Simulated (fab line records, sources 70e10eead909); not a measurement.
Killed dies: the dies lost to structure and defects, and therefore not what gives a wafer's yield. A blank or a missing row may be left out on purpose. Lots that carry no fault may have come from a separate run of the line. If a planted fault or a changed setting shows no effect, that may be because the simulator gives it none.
Problem report in the 8D (eight disciplines) form, filled by code | flow nand_harc | the parts of the form that need people (team, actions taken, sign-off) are left out

== 1. WHAT IS WRONG ==
At NHARC_P_M2_CD_MEAS_09, cd_nm averages 175.0 nm over 6 wafers from 2 lots, while fault-free wafers read 170.2 nm, standard deviation 0.61. Relative to the usual mean, that is a shift of +7.9 standard deviations.
The step: target cd 170 nm.
First seen on wafer L726.4, day 9 19:37, on cd_sem-03. The record has a number at this step for 30 wafers belonging to 10 lots. By rule, "out" or "out of limits" means more than 4 standard deviations away from the usual mean. The other wafers with a number count as sound.

== 2. WHAT IT IS, AND WHAT IT ISN'T ==
question                    | is                     | is not
which readings at this step | cd_nm                  | -
which lots                  | L726, L728             | L720, L721, L722, L724, L725, L736, L738, L740
which wafers of those lots  | all that have a number | -
read on which gauges        | cd_sem-02, cd_sem-03   | cd_sem-01
when                        | from day 9 19:37       | up to then (15 sound wafers); but 9 sound wafers of L736, L738, L740 came after

== 3. SUSPECTS, AND WHAT RULES EACH OUT ==
Counting: any tool at a process step up to the reading is kept as a suspect provided that every lot that is out went through it and no sound lot did after the first of them.
- the gauge at NHARC_P_M2_CD_MEAS_09 is ruled out. Those wafers that are out were read across 2 gauges (cd_sem-02, cd_sem-03).
- pecvd-03 at NHARC_P_M1_PRE_CLEAN_32 (time 12 s): ruled out as a lasting fault. Following L726 (day 9 18:19), the first lot on it that is out, the sound lots L740 were run on it.
- litho_track-01 at NHARC_P_M2_PEB_07 (peb time 65 s): ruled out as a lasting fault. Following L726 (day 9 19:32), the first lot on it that is out, the sound lots L736, L738, L740 were run on it.
Left after counting: nothing in the record.

== 4. THE CAUSE (what the simulator had put in) ==
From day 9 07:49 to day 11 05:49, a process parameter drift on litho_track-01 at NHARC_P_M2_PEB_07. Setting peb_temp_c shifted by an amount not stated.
It was ruled out by counting, in error; the rule expects a fault to strike all lots run on its tool from its start on, and this fault did not.

== 5. THE EFFECT CHAIN, in route order ==
Each row: a reading whose mean over the struck wafers that have a number lies more than 3 standard deviations from the usual. Readings are gone through only where the record gives a usual standard deviation; hours: the median, over the lots, of the time from a lot's start at the first step in this table giving one to that lot's start at this step; sigmas: the change measured in usual standard deviations.
hours | step                  | reading              | usual    | on struck wafers | change | sigmas
0     | NHARC_P_M2_PEB_07     | heater_power_total_W | 156.6 W  | 160.4            | +3.8   | +9.3
0     | NHARC_P_M2_PEB_07     | plate_temp_C         | 99.98 C  | 101.55           | +1.57  | +14
0     | NHARC_P_M2_CD_MEAS_09 | cd_nm                | 170.2 nm | 175.0            | +4.8   | +7.9
1     | NHARC_P_M2_CD_MEAS_16 | cd_nm                | 170.1 nm | 175.3            | +5.2   | +6.3
It contains these process steps:
- NHARC_P_M2_PEB_07: peb time 65 s.
Later measuring or inspecting steps at which every struck wafer that the step has a row for has a number for every such reading, and none has moved that far: NHARC_P_M2_INSPECT_11, NHARC_END_SORT_01.

== 6. WHAT WOULD HAVE CAUGHT IT SOONER ==
12 hours passed between the start of the fault at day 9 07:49 and the first reading out of limits at a measuring or inspecting step in this record, taken at day 9 19:37.
The tool's own readings at NHARC_P_M2_PEB_07 were out on every struck wafer that the step has a row for (heater_power_total_W, plate_temp_C): an alarm limit on them would have fired on the first of those.
